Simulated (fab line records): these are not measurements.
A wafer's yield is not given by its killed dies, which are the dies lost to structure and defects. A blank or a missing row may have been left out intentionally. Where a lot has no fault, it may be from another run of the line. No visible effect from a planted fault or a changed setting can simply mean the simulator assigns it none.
Which tool did it?	flow nand-harc	Sampling: 24 lots, 72 wafers, 6 of 1302 route steps

## WHAT THE GAUGES READ, wafer by wafer
Not one reading of a measure or inspect step in the record can be checked against a usual standard deviation.

## WHAT TOOL EACH LOT RAN ON (gives the tool, then ch and the chambers of the sampled wafers, and finally the start)
lot	NHARC_P_ZERO_WELL_ETCH_62	NHARC_P_GATE_HM_OPEN_105	NHARC_P_GATE_RTA_82	NHARC_P_CONTACT_ALD_22	NHARC_P_M0_ETCH_15	NHARC_P_M0_DEP_32
L074	rie-diel-04 ch 0,1,3, day 5 19:07 or earlier	rie-diel-13 ch 1,2,3, day 5 19:07 or earlier	rtp-anneal-01 ch 0, day 5 19:07	ald-metal-01 ch 0,1,2, day 5 22:56	rie-diel-11 ch 0,1,2, day 6 03:49 or earlier	pecvd-03 ch 0,1,2, day 6 03:49
L075	rie-diel-04 ch 1,2,3, day 6 03:35 or earlier	rie-diel-13 ch 0,1,3, day 6 03:35 or earlier	rtp-anneal-01 ch 0, day 6 03:35	ald-metal-01 ch 2,3, day 6 07:17	rie-diel-11 ch 0,2, day 6 12:23 or earlier	pecvd-03 ch 1,2, day 6 12:23
L076	rie-diel-04 ch 2,3, day 6 16:25 or earlier	rie-diel-01 ch 0,3, day 6 16:25 or earlier	rtp-anneal-01 ch 0, day 6 16:25	ald-metal-02 ch 0,1,2, day 6 20:17	rie-diel-11 ch 2,3, day 7 01:14 or earlier	pecvd-03 ch 0,1,2, day 7 01:14
L077	rie-diel-03 ch 0,3, day 7 07:33 or earlier	rie-diel-07 ch 0,1,3, day 7 07:33 or earlier	rtp-anneal-01 ch 0, day 7 07:33	ald-metal-01 ch 0,2, day 7 11:20	rie-diel-10 ch 1,2,3, day 7 16:20 or earlier	pecvd-03 ch 0,1,2, day 7 16:20
L078	rie-diel-03 ch 0,3, day 7 07:52 or earlier	rie-diel-07 ch 1,2, day 7 07:52 or earlier	rtp-anneal-01 ch 0, day 7 07:52	ald-metal-02 ch 0,3, day 7 11:40	rie-diel-03 ch 0,3, day 7 16:43 or earlier	pecvd-01 ch 0,1,2, day 7 16:43
L079	rie-diel-03 ch 0,1, day 7 16:55 or earlier	rie-diel-07 ch 1,2, day 7 16:55 or earlier	rtp-anneal-01 ch 0, day 7 16:55	ald-metal-04 ch 0,1,2, day 7 21:08	rie-diel-03 ch 0,1, day 8 02:04 or earlier	pecvd-03 ch 0,1, day 8 02:04
L080	rie-diel-10 ch 0,1,2, day 8 09:35 or earlier	rie-diel-07 ch 0,1, day 8 09:35 or earlier	rtp-anneal-02 ch 0, day 8 09:35	ald-metal-01 ch 1,2,3, day 8 13:17	rie-diel-11 ch 0,3, day 8 18:48 or earlier	pecvd-01 ch 0,2, day 8 18:48
L081	rie-diel-10 ch 0,1,2, day 8 14:37 or earlier	rie-diel-01 ch 0,1,3, day 8 14:37 or earlier	rtp-anneal-01 ch 0, day 8 14:37	ald-metal-01 ch 0,1,3, day 8 18:25	rie-diel-11 ch 0,1,2, day 8 23:18 or earlier	pecvd-02 ch 0,1,2, day 8 23:18
L082	rie-diel-03 ch 0,2,3, day 9 09:26 or earlier	rie-diel-01 ch 0,2,3, day 9 09:26 or earlier	rtp-anneal-01 ch 0, day 9 09:26	ald-metal-02 ch 0,1,3, day 9 13:40	rie-diel-03 ch 1,3, day 9 21:10 or earlier	pecvd-02 ch 0,1,2, day 9 21:10
L083	rie-diel-04 ch 1,2,3, day 9 14:10 or earlier	rie-diel-01 ch 0,1,3, day 9 14:10 or earlier	rtp-anneal-02 ch 0, day 9 14:10	ald-metal-04 ch 0,2,3, day 9 20:18	rie-diel-03 ch 0,2,3, day 10 01:23 or earlier	pecvd-02 ch 0,1, day 10 01:23
L084	rie-diel-03 ch 0,1,3, day 9 20:33 or earlier	rie-diel-13 ch 0,2, day 9 20:33 or earlier	rtp-anneal-01 ch 0, day 9 20:33	ald-metal-02 ch 0,1,3, day 10 00:13	rie-diel-03 ch 1,3, day 10 05:06 or earlier	pecvd-01 ch 0,1,2, day 10 05:06
L085	rie-diel-04 ch 1,3, day 10 08:16 or earlier	rie-diel-13 ch 2,3, day 10 08:16 or earlier	rtp-anneal-02 ch 0, day 10 08:16	ald-metal-01 ch 1,2,3, day 10 12:04	rie-diel-10 ch 0,1,3, day 10 17:50 or earlier	pecvd-01 ch 0,1, day 10 17:50
L086	rie-diel-04 ch 2,3, day 10 14:10 or earlier	rie-diel-07 ch 0,3, day 10 14:10 or earlier	rtp-anneal-02 ch 0, day 10 14:10	ald-metal-02 ch 0,1,2, day 10 18:16	rie-diel-03 ch 0,2,3, day 10 23:43 or earlier	pecvd-03 ch 0,1,2, day 10 23:43
L087	rie-diel-04 ch 0,2,3, day 11 01:07 or earlier	rie-diel-01 ch 0,1,2, day 11 01:07 or earlier	rtp-anneal-02 ch 0, day 11 01:07	ald-metal-04 ch 0,2,3, day 11 04:56	rie-diel-03 ch 0,1,2, day 11 10:19 or earlier	pecvd-03 ch 0,1,2, day 11 10:19
L088	rie-diel-10 ch 0,1,2, day 11 22:37 or earlier	rie-diel-01 ch 0,2, day 11 22:37 or earlier	rtp-anneal-02 ch 0, day 11 22:37	ald-metal-01 ch 0,2, day 12 02:26	rie-diel-03 ch 0,3, day 12 07:22 or earlier	pecvd-02 ch 0,1, day 12 07:22
L089	rie-diel-10 ch 0,2, day 11 21:57 or earlier	rie-diel-13 ch 0,2, day 11 21:57 or earlier	rtp-anneal-02 ch 0, day 11 21:57	ald-metal-02 ch 0,1,2, day 12 01:48	rie-diel-03 ch 1,3, day 12 06:41 or earlier	pecvd-03 ch 0,2, day 12 06:41
L090	rie-diel-03 ch 0,3, day 12 12:30 or earlier	rie-diel-13 ch 1,2,3, day 12 12:30 or earlier	rtp-anneal-01 ch 0, day 12 12:30	ald-metal-02 ch 0,2, day 12 16:08	rie-diel-11 ch 0,2, day 12 21:11 or earlier	pecvd-03 ch 1,2, day 12 21:11
L091	rie-diel-03 ch 2,3, day 12 16:08 or earlier	rie-diel-07 ch 0,1, day 12 16:08 or earlier	rtp-anneal-01 ch 0, day 12 16:08	ald-metal-04 ch 0,1,2, day 12 19:56	rie-diel-10 ch 0,1, day 13 01:07 or earlier	pecvd-03 ch 1,2, day 13 01:07
L092	rie-diel-04 ch 0,1,3, day 13 12:04 or earlier	rie-diel-07 ch 0,1, day 13 12:04 or earlier	rtp-anneal-02 ch 0, day 13 12:04	ald-metal-01 ch 2,3, day 13 15:58	rie-diel-11 ch 0,1,3, day 13 21:03 or earlier	pecvd-01 ch 0,2, day 13 21:03
L093	rie-diel-03 ch 1,2, day 13 16:46 or earlier	rie-diel-13 ch 0,2,3, day 13 16:46 or earlier	rtp-anneal-01 ch 0, day 13 16:46	ald-metal-04 ch 0,2,3, day 13 20:28	rie-diel-10 ch 2,3, day 14 01:26 or earlier	pecvd-02 ch 0,1,2, day 14 01:26
L094	rie-diel-10 ch 0,2,3, day 14 05:38 or earlier	rie-diel-01 ch 0,1,3, day 14 05:38 or earlier	rtp-anneal-02 ch 0, day 14 05:38	ald-metal-02 ch 0,2,3, day 14 09:44	rie-diel-11 ch 1,2,3, day 14 14:50 or earlier	pecvd-03 ch 0,1,2, day 14 14:50
L095	rie-diel-04 ch 1,2, day 14 07:47 or earlier	rie-diel-13 ch 0,2,3, day 14 07:47 or earlier	rtp-anneal-02 ch 0, day 14 07:47	ald-metal-01 ch 0,1,3, day 14 11:36	rie-diel-10 ch 2,3, day 14 16:36 or earlier	pecvd-03 ch 0,1,2, day 14 16:36
L096	rie-diel-04 ch 0,3, day 15 00:27 or earlier	rie-diel-13 ch 0,2,3, day 15 00:27 or earlier	rtp-anneal-02 ch 0, day 15 00:27	ald-metal-01 ch 1,2,3, day 15 04:09	rie-diel-11 ch 1,2,3, day 15 09:17 or earlier	pecvd-01 ch 0,1,2, day 15 09:17
L097	rie-diel-10 ch 0,1,3, day 15 17:39 or earlier	rie-diel-07 ch 0,1,2, day 15 17:39 or earlier	rtp-anneal-01 ch 0, day 15 17:39	ald-metal-02 ch 0,2,3, day 15 21:23	rie-diel-03 ch 0,1,3, day 16 02:23 or earlier	pecvd-03 ch 0,2, day 16 02:23
- NHARC_P_ZERO_WELL_ETCH_62: etches the open film in CHF3/Ar, target depth 13 nm, time 6.5 s.
- NHARC_P_GATE_HM_OPEN_105: chemistry O2/COS, target depth 360 nm.
- NHARC_P_GATE_RTA_82: time 30 s.
- NHARC_P_CONTACT_ALD_22: deposits TiN, target thk 3 nm, pulse time 1 s, ald cycles 150.
- NHARC_P_M0_ETCH_15: etches the open film in C4F8/Ar, target depth 150 nm, overetch 15 nm, time 82.5 s.
- NHARC_P_M0_DEP_32: deposits SiCN, target thk 30 nm.

## AS READ BY THE TOOLS THEMSELVES (means over the sampled wafers that have a number; for cases with no such wafer, the mark the record gives instead)
NHARC_P_ZERO_WELL_ETCH_62.
lot	tool	drypump-motor-current-A (A)	oes-product-au (a.u.)	rf-vpp-V (V)	showerhead-plenum-p-Torr (Torr)	throttle-valve-pct (%)
L074	rie-diel-04	5.8	0.967	370.8	2.32	20.220
L075	rie-diel-04	6.0	0.966	369.8	2.30	20.213
L076	rie-diel-04	5.8	0.966	368.1	2.26	20.217
L077	rie-diel-03	6.1	0.972	370.4	2.37	20.210
L078	rie-diel-03	6.1	0.918	369.0	2.28	20.221
L079	rie-diel-03	5.8	0.969	367.1	2.19	20.212
L080	rie-diel-10	6.0	0.971	371.3	2.40	20.213
L081	rie-diel-10	6.0	0.954	372.4	2.40	20.223
L082	rie-diel-03	6.4	0.957	370.0	2.36	20.208
L083	rie-diel-04	6.0	0.969	368.8	2.29	20.216
L084	rie-diel-03	5.8	0.974	368.9	2.28	20.214
L085	rie-diel-04	6.2	0.961	370.0	2.33	20.225
L086	rie-diel-04	5.9	0.968	368.3	2.25	20.219
L087	rie-diel-04	5.7	0.973	369.5	2.27	20.219
L088	rie-diel-10	6.0	0.976	372.0	2.39	20.212
L089	rie-diel-10	6.2	0.974	369.5	2.31	20.221
L090	rie-diel-03	6.0	0.947	371.6	2.35	20.210
L091	rie-diel-03	6.6	0.974	372.8	2.43	20.223
L092	rie-diel-04	5.8	0.967	368.8	2.30	20.218
L093	rie-diel-03	5.8	0.936	368.6	2.26	20.215
L094	rie-diel-10	5.9	0.935	369.3	2.34	20.217
L095	rie-diel-04	6.1	0.966	370.7	2.28	20.221
L096	rie-diel-04	5.5	0.976	369.1	2.28	20.214
L097	rie-diel-10	5.7	0.939	371.3	2.42	20.211

NHARC_P_GATE_HM_OPEN_105.
lot	tool	drypump-motor-current-A (A)	o2-flow-sccm (sccm)	oes-product-au (a.u.)	rf-vpp-V (V)	showerhead-plenum-p-Torr (Torr)	throttle-valve-pct (%)
L074	rie-diel-13	6.1	400.8	1.001	468.5	3.18	28.328
L075	rie-diel-13	6.2	401.2	1.000	467.1	3.15	28.337
L076	rie-diel-01	6.0	400.1	0.992	468.2	3.20	28.326
L077	rie-diel-07	5.8	400.0	0.998	465.8	3.07	28.330
L078	rie-diel-07	6.0	399.0	1.009	469.9	3.23	28.337
L079	rie-diel-07	6.0	401.4	1.010	469.7	3.22	28.323
L080	rie-diel-07	6.1	399.1	0.991	465.4	3.02	28.325
L081	rie-diel-01	5.9	398.9	0.998	468.7	3.18	28.322
L082	rie-diel-01	5.7	400.5	0.993	468.2	3.16	28.332
L083	rie-diel-01	5.9	399.9	0.997	467.6	3.18	28.335
L084	rie-diel-13	5.7	399.1	1.000	464.5	2.99	28.337
L085	rie-diel-13	5.9	399.5	1.003	469.3	3.19	28.343
L086	rie-diel-07	5.4	399.9	1.004	466.8	3.11	28.324
L087	rie-diel-01	5.6	399.4	1.006	467.1	3.13	28.325
L088	rie-diel-01	5.4	400.2	0.990	467.4	3.11	28.340
L089	rie-diel-13	5.7	400.2	0.996	464.4	3.02	28.328
L090	rie-diel-13	6.1	399.3	1.001	468.6	3.18	28.332
L091	rie-diel-07	6.1	401.1	0.999	465.1	3.02	28.332
L092	rie-diel-07	5.8	400.2	1.000	464.6	3.00	28.326
L093	rie-diel-13	5.8	398.8	0.999	467.0	3.08	28.340
L094	rie-diel-01	5.9	399.8	1.006	468.2	3.17	28.330
L095	rie-diel-13	5.8	400.0	1.001	465.7	3.08	28.330
L096	rie-diel-13	5.8	399.6	1.003	466.7	3.08	28.326
L097	rie-diel-07	5.9	400.0	1.003	468.0	3.11	28.333

NHARC_P_GATE_RTA_82.
lot	tool	lamp-power-pct (%)	lamp_zone_6_pct (%)	wafer_temp_C_max
L074	rtp-anneal-01	3.4	3.4	451.8
L075	rtp-anneal-01	3.4	3.4	451.6
L076	rtp-anneal-01	3.4	3.4	451.6
L077	rtp-anneal-01	3.4	3.4	451.7
L078	rtp-anneal-01	3.4	3.4	451.9
L079	rtp-anneal-01	3.4	3.4	451.9
L080	rtp-anneal-02	4.6	4.5	451.9
L081	rtp-anneal-01	3.4	3.4	451.8
L082	rtp-anneal-01	3.4	3.4	451.7
L083	rtp-anneal-02	4.6	4.5	451.5
L084	rtp-anneal-01	3.4	3.4	451.9
L085	rtp-anneal-02	4.6	4.5	451.6
L086	rtp-anneal-02	4.6	4.5	451.7
L087	rtp-anneal-02	4.6	4.5	451.7
L088	rtp-anneal-02	4.6	4.5	452.2
L089	rtp-anneal-02	4.6	4.5	451.9
L090	rtp-anneal-01	3.4	3.4	452.2
L091	rtp-anneal-01	3.4	3.4	452.0
L092	rtp-anneal-02	4.6	4.5	451.9
L093	rtp-anneal-01	3.4	3.4	452.1
L094	rtp-anneal-02	4.6	4.5	452.3
L095	rtp-anneal-02	4.6	4.5	452.0
L096	rtp-anneal-02	4.6	4.5	451.7
L097	rtp-anneal-01	3.4	3.4	452.0

NHARC_P_CONTACT_ALD_22.
lot	tool	heater-power-w (W)	precursor-pulse-height-rel
L074	ald-metal-01	992	1.021
L075	ald-metal-01	987	0.986
L076	ald-metal-02	1022	1.003
L077	ald-metal-01	968	0.987
L078	ald-metal-02	1002	0.994
L079	ald-metal-04	1180	0.999
L080	ald-metal-01	1018	0.987
L081	ald-metal-01	1022	1.001
L082	ald-metal-02	1012	0.999
L083	ald-metal-04	1082	1.004
L084	ald-metal-02	1017	1.003
L085	ald-metal-01	1021	0.987
L086	ald-metal-02	1013	0.995
L087	ald-metal-04	1086	0.979
L088	ald-metal-01	964	1.003
L089	ald-metal-02	1047	1.007
L090	ald-metal-02	1087	1.005
L091	ald-metal-04	1207	1.011
L092	ald-metal-01	980	0.986
L093	ald-metal-04	1074	0.991
L094	ald-metal-02	1043	0.983
L095	ald-metal-01	1023	1.011
L096	ald-metal-01	1020	1.007
L097	ald-metal-02	1036	0.964

NHARC_P_M0_ETCH_15.
lot	tool	oes-product-au (a.u.)	rf-vpp-V (V)
L074	rie-diel-11	0.961	441
L075	rie-diel-11	0.975	440
L076	rie-diel-11	0.975	443
L077	rie-diel-10	0.963	443
L078	rie-diel-03	0.970	439
L079	rie-diel-03	0.968	437
L080	rie-diel-11	0.961	443
L081	rie-diel-11	0.955	441
L082	rie-diel-03	0.972	438
L083	rie-diel-03	0.948	440
L084	rie-diel-03	0.927	441
L085	rie-diel-10	0.967	443
L086	rie-diel-03	0.930	441
L087	rie-diel-03	0.924	439
L088	rie-diel-03	0.928	442
L089	rie-diel-03	0.923	441
L090	rie-diel-11	0.971	439
L091	rie-diel-10	0.943	442
L092	rie-diel-11	0.960	442
L093	rie-diel-10	0.983	441
L094	rie-diel-11	0.968	442
L095	rie-diel-10	0.939	440
L096	rie-diel-11	0.971	442
L097	rie-diel-03	0.971	444

NHARC_P_M0_DEP_32.
lot	tool	heater-power-w (W)
L074	pecvd-03	665
L075	pecvd-03	711
L076	pecvd-03	632
L077	pecvd-03	622
L078	pecvd-01	526
L079	pecvd-03	672
L080	pecvd-01	525
L081	pecvd-02	598
L082	pecvd-02	558
L083	pecvd-02	633
L084	pecvd-01	546
L085	pecvd-01	532
L086	pecvd-03	669
L087	pecvd-03	706
L088	pecvd-02	650
L089	pecvd-03	671
L090	pecvd-03	584
L091	pecvd-03	615
L092	pecvd-01	480
L093	pecvd-02	623
L094	pecvd-03	658
L095	pecvd-03	612
L096	pecvd-01	534
L097	pecvd-03	674

## THE ANSWER, worked out from the rows above alone
Rule: usual is defined by the lots themselves. Put in order of their means at a reading, lots are off if they are a third of the lots or fewer, leave a main group of 4 or more, and stand apart from it by a gap of 3 or more times the standard deviation of the main group's means; of several such gaps the widest counts. The tables above print the reading to a certain number of digits; a main group whose means all agree to those digits is not used. Also off: a lot with no number at a reading for which 4 or more lots have one. All remaining lots with rows at the step are treated as sound. The gauges are gone through in route order, then the tools' own readings, and for those a lot's mean is taken as printed above. At the first step where some lot is off, the reading lying furthest off is the one used; lots without a number count as furthest.
Nothing can be told from this: no lot is off at any reading shown.

## WHAT HAD BEEN PUT IN BY THE SIMULATOR
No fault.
